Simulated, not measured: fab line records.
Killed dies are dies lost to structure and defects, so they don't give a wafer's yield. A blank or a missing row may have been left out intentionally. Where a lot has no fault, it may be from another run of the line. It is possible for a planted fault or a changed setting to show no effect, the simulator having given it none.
Which tool is to blame? / flow n5-finfet / Sampling: 22 lots, 66 wafers, 2 of 1938 route steps

WHAT THE GAUGES SHOWED, per wafer
N5_BEOL_M5_OVL_MEAS_29. Usual: V4_OVL typically reads -0.2 nm, with standard deviation 0.72.
lot=L074; measured=day 7 21:48; on=overlay-02; V4_OVL (nm)=-0.8 -0.2 -0.8; flag=
lot=L075; measured=day 8 04:28; on=overlay-01; V4_OVL (nm)=0.0 0.3 -0.2; flag=
lot=L076; measured=day 8 15:26; on=overlay-01; V4_OVL (nm)=-0.1 -0.4 0.0; flag=
lot=L077; measured=day 8 16:17; on=overlay-01; V4_OVL (nm)=0.3 0.3 -0.4; flag=
lot=L078; measured=day 9 02:34; on=overlay-02; V4_OVL (nm)=-0.5 -0.6 0.2; flag=
lot=L079; measured=day 9 05:23; on=overlay-01; V4_OVL (nm)=0.1 -0.8 -0.1; flag=
lot=L080; measured=day 9 11:43; on=overlay-02; V4_OVL (nm)=0.2 0.3 -1.2; flag=
lot=L081; measured=day 9 21:23; on=overlay-02; V4_OVL (nm)=-1.3 -0.8 -1.0; flag=
lot=L082; measured=day 10 05:31; on=overlay-02; V4_OVL (nm)=-0.6 -0.3 -0.8; flag=
lot=L083; measured=day 10 06:29; on=overlay-02; V4_OVL (nm)=0.0 -0.3 0.1; flag=
lot=L084; measured=day 10 15:59; on=overlay-01; V4_OVL (nm)=1.0 0.9 0.8; flag=
lot=L085; measured=day 11 01:10; on=overlay-02; V4_OVL (nm)=2.1 1.4 2.2; flag=
lot=L086; measured=day 11 03:04; on=overlay-02; V4_OVL (nm)=-0.2 -0.7 -0.3; flag=
lot=L087; measured=day 11 06:48; on=overlay-01; V4_OVL (nm)=-0.2 -0.2 -0.8; flag=
lot=L089; measured=day 11 19:40; on=overlay-02; V4_OVL (nm)=-0.3 -0.9 -0.4; flag=
lot=L090; measured=day 12 01:25; on=overlay-02; V4_OVL (nm)=1.0 -0.6 -0.2; flag=
lot=L091; measured=day 12 19:00; on=overlay-02; V4_OVL (nm)=0.2 -0.3 -0.3; flag=
lot=L092; measured=day 12 21:41; on=overlay-01; V4_OVL (nm)=-1.4 -0.5 -0.5; flag=
lot=L094; measured=day 13 03:13; on=overlay-02; V4_OVL (nm)=-0.2 0.1 0.6; flag=
lot=L095; measured=day 13 03:55; on=overlay-01; V4_OVL (nm)=0.0 -0.7 -0.3; flag=
lot=L096; measured=day 14 01:43; on=overlay-01; V4_OVL (nm)=-0.5 -0.1 -0.4; flag=
lot=L097; measured=day 14 11:59; on=overlay-01; V4_OVL (nm)=-0.4 -0.6 -1.0; flag=

WHICH TOOL RAN EACH LOT (tool, then ch and the chambers of the sampled wafers, then the start)
lot=L074; N5_BEOL_M5_ETCH_62=rie-diel-02 ch 0,1,3, day 7 21:07
lot=L075; N5_BEOL_M5_ETCH_62=rie-diel-04 ch 0,1,3, day 8 03:37
lot=L076; N5_BEOL_M5_ETCH_62=rie-diel-04 ch 0,1,3, day 8 13:50
lot=L077; N5_BEOL_M5_ETCH_62=rie-diel-03 ch 2,3, day 8 15:35
lot=L078; N5_BEOL_M5_ETCH_62=rie-diel-04 ch 0,1,3, day 9 01:28
lot=L079; N5_BEOL_M5_ETCH_62=rie-diel-04 ch 0,1,3, day 9 04:41
lot=L080; N5_BEOL_M5_ETCH_62=rie-diel-02 ch 0,1,2, day 9 11:01
lot=L081; N5_BEOL_M5_ETCH_62=rie-diel-02 ch 0,1,2, day 9 20:13
lot=L082; N5_BEOL_M5_ETCH_62=rie-diel-03 ch 1,2, day 10 04:41
lot=L083; N5_BEOL_M5_ETCH_62=rie-diel-03 ch 0,1,2, day 10 05:44
lot=L084; N5_BEOL_M5_ETCH_62=rie-diel-03 ch 0,1,2, day 10 14:59
lot=L085; N5_BEOL_M5_ETCH_62=rie-diel-02 ch 0,1,2, day 11 00:27
lot=L086; N5_BEOL_M5_ETCH_62=rie-diel-02 ch 0,1,3, day 11 02:22
lot=L087; N5_BEOL_M5_ETCH_62=rie-diel-04 ch 1,2,3, day 11 04:37
lot=L089; N5_BEOL_M5_ETCH_62=rie-diel-03 ch 0,1,3, day 11 18:59
lot=L090; N5_BEOL_M5_ETCH_62=rie-diel-03 ch 0,2,3, day 12 00:05
lot=L091; N5_BEOL_M5_ETCH_62=rie-diel-04 ch 1,2,3, day 12 18:01
lot=L092; N5_BEOL_M5_ETCH_62=rie-diel-04 ch 1,2,3, day 12 20:45
lot=L094; N5_BEOL_M5_ETCH_62=rie-diel-03 ch 0,1,2, day 12 21:50
lot=L095; N5_BEOL_M5_ETCH_62=rie-diel-02 ch 0,1,2, day 13 02:38
lot=L096; N5_BEOL_M5_ETCH_62=rie-diel-03 ch 1,2, day 14 00:01
lot=L097; N5_BEOL_M5_ETCH_62=rie-diel-03 ch 1,2, day 14 11:04
- N5_BEOL_M5_ETCH_62: etches SOC in N2/H2, target depth 75 nm, overetch 15 nm, time 112.5 s.

AS READ BY THE TOOLS THEMSELVES (means over the sampled wafers that have a number; for cases with no such wafer, the mark the record gives instead)
N5_BEOL_M5_ETCH_62. Usual: drypump-motor-current-A 5.8 A, standard deviation 0.45; oes-product-au 0.62 a.u., standard deviation 0.067; rf-fwd-power-W 836.8 W, standard deviation 2.5; rf-vpp-V 522.5 V, standard deviation 2.6; showerhead-plenum-p-Torr 2.49 Torr, standard deviation 0.085; temp-c 39.99 C, standard deviation 0.11; throttle-valve-pct 17.77 %, standard deviation 0.28.
lot=L074; tool=rie-diel-02; drypump-motor-current-A (A)=5.9; oes-product-au (a.u.)=0.59; rf-fwd-power-W (W)=834.7; rf-vpp-V (V)=522.5; showerhead-plenum-p-Torr (Torr)=2.50; temp-c (C)=39.89; throttle-valve-pct (%)=17.74; flag=
lot=L075; tool=rie-diel-04; drypump-motor-current-A (A)=5.9; oes-product-au (a.u.)=0.58; rf-fwd-power-W (W)=836.5; rf-vpp-V (V)=524.9; showerhead-plenum-p-Torr (Torr)=2.56; temp-c (C)=39.95; throttle-valve-pct (%)=17.96; flag=
lot=L076; tool=rie-diel-04; drypump-motor-current-A (A)=5.9; oes-product-au (a.u.)=0.58; rf-fwd-power-W (W)=837.7; rf-vpp-V (V)=525.1; showerhead-plenum-p-Torr (Torr)=2.56; temp-c (C)=40.02; throttle-valve-pct (%)=17.95; flag=
lot=L077; tool=rie-diel-03; drypump-motor-current-A (A)=6.2; oes-product-au (a.u.)=0.61; rf-fwd-power-W (W)=835.2; rf-vpp-V (V)=520.9; showerhead-plenum-p-Torr (Torr)=2.45; temp-c (C)=39.99; throttle-valve-pct (%)=17.84; flag=
lot=L078; tool=rie-diel-04; drypump-motor-current-A (A)=5.8; oes-product-au (a.u.)=0.57; rf-fwd-power-W (W)=837.5; rf-vpp-V (V)=524.9; showerhead-plenum-p-Torr (Torr)=2.56; temp-c (C)=39.99; throttle-valve-pct (%)=17.97; flag=
lot=L079; tool=rie-diel-04; drypump-motor-current-A (A)=5.8; oes-product-au (a.u.)=0.57; rf-fwd-power-W (W)=840.2; rf-vpp-V (V)=525.3; showerhead-plenum-p-Torr (Torr)=2.56; temp-c (C)=40.02; throttle-valve-pct (%)=17.97; flag=
lot=L080; tool=rie-diel-02; drypump-motor-current-A (A)=5.5; oes-product-au (a.u.)=0.64; rf-fwd-power-W (W)=836.4; rf-vpp-V (V)=521.3; showerhead-plenum-p-Torr (Torr)=2.46; temp-c (C)=39.98; throttle-valve-pct (%)=17.55; flag=
lot=L081; tool=rie-diel-02; drypump-motor-current-A (A)=5.5; oes-product-au (a.u.)=0.64; rf-fwd-power-W (W)=839.9; rf-vpp-V (V)=521.1; showerhead-plenum-p-Torr (Torr)=2.46; temp-c (C)=39.99; throttle-valve-pct (%)=17.56; flag=
lot=L082; tool=rie-diel-03; drypump-motor-current-A (A)=5.7; oes-product-au (a.u.)=0.64; rf-fwd-power-W (W)=836.8; rf-vpp-V (V)=522.4; showerhead-plenum-p-Torr (Torr)=2.48; temp-c (C)=40.15; throttle-valve-pct (%)=17.77; flag=
lot=L083; tool=rie-diel-03; drypump-motor-current-A (A)=5.7; oes-product-au (a.u.)=0.64; rf-fwd-power-W (W)=838.3; rf-vpp-V (V)=522.6; showerhead-plenum-p-Torr (Torr)=2.48; temp-c (C)=39.98; throttle-valve-pct (%)=17.74; flag=
lot=L084; tool=rie-diel-03; drypump-motor-current-A (A)=5.7; oes-product-au (a.u.)=0.63; rf-fwd-power-W (W)=839.1; rf-vpp-V (V)=522.4; showerhead-plenum-p-Torr (Torr)=2.48; temp-c (C)=40.06; throttle-valve-pct (%)=17.76; flag=
lot=L085; tool=rie-diel-02; drypump-motor-current-A (A)=5.5; oes-product-au (a.u.)=0.62; rf-fwd-power-W (W)=834.7; rf-vpp-V (V)=521.3; showerhead-plenum-p-Torr (Torr)=2.45; temp-c (C)=39.90; throttle-valve-pct (%)=17.58; flag=
lot=L086; tool=rie-diel-02; drypump-motor-current-A (A)=5.9; oes-product-au (a.u.)=0.63; rf-fwd-power-W (W)=837.3; rf-vpp-V (V)=522.2; showerhead-plenum-p-Torr (Torr)=2.49; temp-c (C)=40.08; throttle-valve-pct (%)=17.63; flag=
lot=L087; tool=rie-diel-04; drypump-motor-current-A (A)=5.9; oes-product-au (a.u.)=0.63; rf-fwd-power-W (W)=836.0; rf-vpp-V (V)=523.9; showerhead-plenum-p-Torr (Torr)=2.54; temp-c (C)=40.11; throttle-valve-pct (%)=17.83; flag=
lot=L089; tool=rie-diel-03; drypump-motor-current-A (A)=5.7; oes-product-au (a.u.)=0.65; rf-fwd-power-W (W)=836.9; rf-vpp-V (V)=522.1; showerhead-plenum-p-Torr (Torr)=2.49; temp-c (C)=39.91; throttle-valve-pct (%)=17.73; flag=
lot=L090; tool=rie-diel-03; drypump-motor-current-A (A)=6.2; oes-product-au (a.u.)=0.58; rf-fwd-power-W (W)=833.4; rf-vpp-V (V)=520.7; showerhead-plenum-p-Torr (Torr)=2.43; temp-c (C)=40.00; throttle-valve-pct (%)=17.89; flag=
lot=L091; tool=rie-diel-04; drypump-motor-current-A (A)=5.9; oes-product-au (a.u.)=0.61; rf-fwd-power-W (W)=836.1; rf-vpp-V (V)=523.6; showerhead-plenum-p-Torr (Torr)=2.54; temp-c (C)=39.97; throttle-valve-pct (%)=17.86; flag=
lot=L092; tool=rie-diel-04; drypump-motor-current-A (A)=5.9; oes-product-au (a.u.)=0.61; rf-fwd-power-W (W)=838.4; rf-vpp-V (V)=523.2; showerhead-plenum-p-Torr (Torr)=2.54; temp-c (C)=39.93; throttle-valve-pct (%)=17.86; flag=
lot=L094; tool=rie-diel-03; drypump-motor-current-A (A)=5.7; oes-product-au (a.u.)=0.61; rf-fwd-power-W (W)=837.6; rf-vpp-V (V)=521.6; showerhead-plenum-p-Torr (Torr)=2.47; temp-c (C)=40.01; throttle-valve-pct (%)=17.78; flag=
lot=L095; tool=rie-diel-02; drypump-motor-current-A (A)=5.5; oes-product-au (a.u.)=0.61; rf-fwd-power-W (W)=835.8; rf-vpp-V (V)=521.5; showerhead-plenum-p-Torr (Torr)=2.45; temp-c (C)=40.02; throttle-valve-pct (%)=17.59; flag=
lot=L096; tool=rie-diel-03; drypump-motor-current-A (A)=5.7; oes-product-au (a.u.)=0.61; rf-fwd-power-W (W)=837.6; rf-vpp-V (V)=522.0; showerhead-plenum-p-Torr (Torr)=2.47; temp-c (C)=39.96; throttle-valve-pct (%)=17.83; flag=
lot=L097; tool=rie-diel-03; drypump-motor-current-A (A)=5.2; oes-product-au (a.u.)=0.65; rf-fwd-power-W (W)=837.4; rf-vpp-V (V)=523.7; showerhead-plenum-p-Torr (Torr)=2.53; temp-c (C)=39.90; throttle-valve-pct (%)=17.68; flag=

THE ANSWER, worked out from the rows above alone
Rule: a lot counts as off when the mean over its wafers that have a number is more than 3 standard deviations away from the usual mean. A lot without any number at a reading at which 4 lots or more have one is off too. Any other lot the step has rows for is counted as sound. The gauges are gone through in route order, then the tools' own readings, and for those a lot's mean is taken as printed above. The first step at which some lot is off is used, and at that step the reading that is off furthest; a lot without a number counts as furthest.
No lot is off on any of the readings shown, so nothing can be concluded from this.

WHAT WAS PUT IN BY THE SIMULATOR
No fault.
